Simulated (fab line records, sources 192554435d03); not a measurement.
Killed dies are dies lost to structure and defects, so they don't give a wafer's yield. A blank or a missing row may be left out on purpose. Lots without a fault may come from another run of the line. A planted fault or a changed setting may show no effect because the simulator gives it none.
fab line records | flow n5_finfet | part 2 of 2: steps 22 to 30 of 30
record lots=5 wafers=15 last_day=17
route steps=1938 shown FIN_CUT@154 STI_FIN_REVEAL@183
lots that met no fault: from a run of the same line without faults
start_h: hours from the record's first day to the start of the lot's first wafer shown | wait_h: hours since the lot's step before | " the same as in the row above | L1.1+2: a row that stands for several wafers | - no value, or no start given | * or withheld: withheld | < > ~ a bound
route shown NAME@n: a module of which the file shows steps, and the number in the route of the first | usual: mean/standard deviation of fault-free wafers | same: alike in all rows | chamber/n: place in a boat | sites: the reading at each site | _std_site: their standard deviation | _edge_site: outer sites' mean less inner sites' | radius_mm: how far each site lies from the wafer's centre | mask NAME#n: copy n | behind: the tool/chamber that last shaped the wafer | hold: why the lot was held/for how many hours/how that ended | device: the transistor (n, p or np) that didn't switch | end of line: the same wafers' tests at the end of the route | a step without rows: its recipe alone | killed: dies lost to structure and defects at the first sort, not the wafer's yield | map: a wafer's dies, x killed, . not, _ none there
set.NAME: the setting as run; set.NAME@STEP: as run at that earlier step | model.NAME: the simulator's own value behind a step, which no gauge read
lots at some steps of the route; a table a step, a row a wafer
services: from which hour (start_h, from the record's first day; less than 0 if before it) a tool's chamber was out of use, for how many hours, and why
## steps
# step N5_FIN_CUT_PRECLEAN_35
# recipe time_s=13.3 temp_c=45 pressure_torr=125 p_hf_torr=3 p_coreactant_torr=25 chemistry=vHF
# usual drypump_motor_current_A=5.40/0.16 foreline_p_Torr=0.1280/0.00055
# columns lot.wafer tool chamber start_h wait_h drypump_motor_current_A foreline_p_Torr
L079.2 vapor_etch-01 0 59.59 0.2 5.24 0.1280
L079.3 " 1 " " 5.48 0.1277
L079.5 " 1 " " 5.50 0.1278
L085.3 vapor_etch-02 1 94.09 0.1 5.36 0.1284
L085.4 " 1 " " 5.36 0.1277
L085.6 " 1 " " 5.37 0.1287
L086.2 vapor_etch-01 1 103.06 0.0 5.49 0.1283
L086.5 " 0 " " 5.23 0.1266
L086.6 " 1 " " 5.47 0.1279
L092.2 vapor_etch-02 1 136.56 0.1 5.38 0.1273
L092.3 " 1 " " 5.37 0.1267
L092.5 " 1 " " 5.37 0.1279
L097.1 vapor_etch-01 0 166.00 0.0 5.25 0.1294
L097.4 " 1 " " 5.52 0.1278
L097.5 " 1 " " 5.51 0.1280
# step N5_FIN_CUT_CUT_ETCH_15
# recipe chemistry=HBr/Cl2/O2 target=Si target_depth_a=1000 bt_time_s=10 mask_material=SOC time_s=42.4 ion_energy_ev=* bias_w=* pressure_mtorr=10 icp_w=800 HBr_flow_sccm=150 Cl2_flow_sccm=80 O2_flow_sccm=12
# usual drypump_motor_current_A=5.8/0.51 oes_product_au=1.006/0.013 throttle_valve_pct=37.0/0.41
# columns lot.wafer tool chamber start_h wait_h drypump_motor_current_A oes_product_au rf_hours_counter_h throttle_valve_pct
L079.2 rie_si-05 1 59.67 0.1 5.6 0.994 189 36.6
L079.3 " 3 " " 5.4 1.004 112 37.5
L079.5 " 1 " " 5.6 0.999 - 36.6
L085.3 rie_si-01 1 94.19 0.1 5.8 0.985 190 36.9
L085.4 " 3 " " 6.6 0.997 160 36.7
L085.6 " 3 " " 6.6 1.009 - 36.7
L086.2 rie_si-06 2 103.14 0.1 5.9 1.012 147 37.4
L086.5 " 0 " " 5.7 1.015 - 37.1
L086.6 " 3 " " 5.5 1.021 - 37.2
L092.2 rie_si-05 1 136.68 0.1 5.6 0.994 190 36.6
L092.3 " 2 " " 6.8 0.999 170 37.0
L092.5 " 2 " " 6.8 0.993 - 37.0
L097.1 rie_si-05 0 166.09 0.1 6.7 1.022 15 36.5
L097.4 " 2 " " 6.8 1.005 170 37.0
L097.5 " 3 " " 5.5 1.002 - 37.5
# step N5_FIN_CUT_CUT_ETCH_28
# recipe chemistry=HBr/Cl2/O2 target=Si target_depth_a=60 mask_material=SOC time_s=2.4 ion_energy_ev=* bias_w=* pressure_mtorr=10 icp_w=800 HBr_flow_sccm=150 Cl2_flow_sccm=80 O2_flow_sccm=12
# usual drypump_motor_current_A=5.8/0.51 oes_product_au=1.005/0.012 throttle_valve_pct=37.0/0.41
# columns lot.wafer tool chamber start_h wait_h drypump_motor_current_A oes_product_au rf_hours_counter_h throttle_valve_pct
L079.2 rie_si-05 1 59.72 0.0 5.6 1.006 189 36.6
L079.3 " 3 " " 5.5 1.004 112 37.5
L079.5 " 1 " " 5.6 0.993 - 36.6
L085.3 rie_si-01 1 94.24 0.0 5.8 0.974 190 36.9
L085.4 " 3 " " 6.5 1.011 160 36.7
L085.6 " 3 " " 6.5 0.998 - 36.6
L086.2 rie_si-06 2 103.20 0.0 5.9 1.005 147 37.4
L086.5 " 0 " " 5.8 1.003 - 37.1
L086.6 " 3 " " 5.5 1.019 - 37.2
L092.2 rie_si-05 1 136.74 0.0 5.6 1.003 190 36.6
L092.3 " 2 " " 6.8 1.007 170 37.0
L092.5 " 2 " " 6.8 0.996 - 36.9
L097.1 rie_si-05 0 166.14 0.0 6.7 1.025 15 36.5
L097.4 " 2 " " 6.8 0.999 170 37.0
L097.5 " 3 " " 5.5 1.001 - 37.5
# step N5_FIN_CUT_STRIP_22
# recipe chemistry=N2/H2 power_w=500 temp_c=40 pressure_mtorr=50 rf_frequency_hz=6e+07 overash_fraction=0.3 bias_power_w=8 h2_frac=0.5 n2_flow_sccm=300 h2_flow_sccm=300
# usual drypump_motor_current_A=5.7/0.43 oes_product_au=0.77/0.066 rf_vpp_V=54.1/2.3 showerhead_plenum_p_Torr=3.38/0.12 throttle_valve_pct=18.9/0.35
# columns lot.wafer tool chamber start_h wait_h drypump_motor_current_A oes_product_au rf_hours_counter_h rf_vpp_V showerhead_plenum_p_Torr throttle_valve_pct
L079.2 rie_diel-05 3 59.80 0.1 5.6 0.73 183 54.2 3.49 18.9
L079.3 " 2 " " 5.6 0.76 177 55.0 3.48 18.7
L079.5 " 1 " " 5.7 0.77 - 52.1 3.22 19.7
L085.3 rie_diel-05 2 94.37 0.1 5.6 0.73 186 56.2 3.47 18.6
L085.4 " 3 " " 5.6 0.74 - 57.7 3.49 18.9
L085.6 " 0 " " 5.9 0.87 - 54.6 3.54 18.5
L086.2 rie_diel-02 1 103.26 0.0 6.2 0.73 175 53.5 3.44 18.4
L086.5 " 0 " " 5.8 0.76 - 51.7 3.36 18.9
L086.6 " 1 " " 6.2 0.72 - 57.0 3.44 18.5
L092.2 rie_diel-01 2 136.99 0.2 6.0 0.73 171 55.2 3.47 18.8
L092.3 " 3 " " 5.0 0.73 182 55.7 3.22 19.5
L092.5 " 0 " " 6.0 0.78 - 51.5 3.23 18.8
L097.1 rie_diel-01 1 166.21 0.0 6.5 0.91 37 53.9 3.43 19.1
L097.4 " 2 " " 6.0 0.72 181 58.9 3.47 18.7
L097.5 " 3 " " 5.0 0.70 - 57.0 3.22 19.5
# step N5_FIN_CUT_PRECLEAN_36
# recipe chemistry=O3/DIW time_s=60 temp_c=22 o3_ppm=10
# columns lot.wafer tool chamber start_h wait_h
L079.2+3+5 wet_bench-03 1,6,7 59.87 -
L085.3+4+6 wet_bench-02 3,6,5 94.44 -
L086.2+5+6 wet_bench-03 1,0,6 103.33 -
L092.2+3+5 wet_bench-01 7,1,5 137.07 -
L097.1+4+5 wet_bench-02 7,3,0 166.27 -
# step N5_FIN_CUT_SRD_32
# recipe dry=ipa_marangoni time_s=30 temp_c=23 rinse_liquid=diw
# columns lot.wafer tool chamber start_h wait_h
L079.2+3+5 wet_bench-03 1,6,7 59.89 0.0
L085.3+4+6 wet_bench-02 3,6,5 94.46 0.0
L086.2+5+6 wet_bench-03 1,0,6 103.35 0.0
L092.2+3+5 wet_bench-01 7,1,5 137.09 0.0
L097.1+4+5 wet_bench-02 7,3,0 166.29 0.0
# step N5_FIN_CUT_UV_OZONE_34
# recipe time_s=120 pressure_torr=760 temp_c=25
# columns lot.wafer tool chamber start_h wait_h
L079.2+3+5 wet_bench-03 1,6,7 59.91 0.0
L085.3+4+6 wet_bench-02 3,6,5 94.47 0.0
L086.2+5+6 wet_bench-03 1,0,6 103.37 0.0
L092.2+3+5 wet_bench-01 7,1,5 137.10 0.0
L097.1+4+5 wet_bench-02 7,3,0 166.31 0.0
# step N5_FIN_CUT_INSPECT_17
# recipe inspect_instrument=brightfield mode=aei
# usual raw_defect_count=232/64
# columns lot.wafer tool chamber start_h wait_h raw_defect_count
L079.2 defect_inspect-02 - 59.97 0.0 477
L079.3 " - " " 325
L079.5 " - " " 285
L085.3 defect_inspect-01 - 94.53 0.0 264
L085.4 " - " " 181
L085.6 " - " " 248
L086.2 defect_inspect-02 - 103.43 0.0 257
L086.5 " - " " 292
L086.6 " - " " 187
L092.2 defect_inspect-01 - 137.16 0.0 382
L092.3 " - " " 249
L092.5 " - " " 187
L097.1 defect_inspect-02 - 166.37 0.0 168
L097.4 " - " " 137
L097.5 " - " " 215
# step N5_STI_FIN_REVEAL_ALD_00
# recipe material=SiO2 target_thk_a=10 temp_c=300 ald_precursor_family=BDEAS ald_co_reactant=O2-plasma pulse_time_s=1 pressure_torr=2
# usual heater_power_w=464/48 precursor_pulse_height_rel=1.002/0.022
# columns lot.wafer tool chamber start_h wait_h heater_power_w precursor_pulse_height_rel
L079.2 ald_sin-04 2 60.00 0.0 470 0.970
L079.3 " 0 " " 373 1.010
L079.5 " 3 " " 522 1.026
L085.3 ald_sin-04 1 94.57 0.0 512 0.973
L085.4 " 3 " " 508 0.955
L085.6 " 3 " " 528 0.996
L086.2 ald_sin-02 0 103.47 0.0 388 1.003
L086.5 " 2 " " 470 1.026
L086.6 " 1 " " 461 1.005
L092.2 ald_sin-01 0 137.20 0.0 488 1.002
L092.3 " 2 " " 465 1.004
L092.5 " 1 " " 432 0.979
L097.1 ald_sin-02 2 166.57 0.2 474 0.985
L097.4 " 3 " " 454 0.993
L097.5 " 2 " " 461 0.954
## services
# columns tool chamber start_h hours kind
ald_sin-02 3 36.99 8.6 repair
vapor_etch-02 0 44.10 182.4 repair
ald_sin-01 1 47.80 2.6 repair
ald_sin-01 0 48.63 11.0 repair
euv_scanner-01 - 48.77 0.2 repair
euv_scanner-01 - 55.52 1.0 pm
euv_scanner-01 - 59.18 0.6 repair
rie_diel-01 3 76.84 10.0 repair
euv_scanner-02 - 81.01 1.0 pm
vapor_etch-02 - 84.35 0.6 repair
rie_diel-05 1 91.99 2.6 repair
rie_diel-02 1 92.88 3.0 repair
ald_sin-01 - 95.73 5.5 repair
vapor_etch-01 - 108.14 0.2 repair
rie_si-06 0 108.51 9.8 repair
euv_scanner-01 - 111.65 1.0 pm
rie_diel-02 1 113.71 14.4 repair
euv_scanner-01 - 114.72 12.0 pm
rie_si-05 0 115.69 2.7 repair
euv_scanner-02 - 129.60 0.7 repair
euv_scanner-02 - 137.16 1.0 pm
rie_si-01 0 141.74 4.9 repair
rie_si-05 - 162.84 0.4 repair
rie_diel-02 1 163.00 10.2 repair
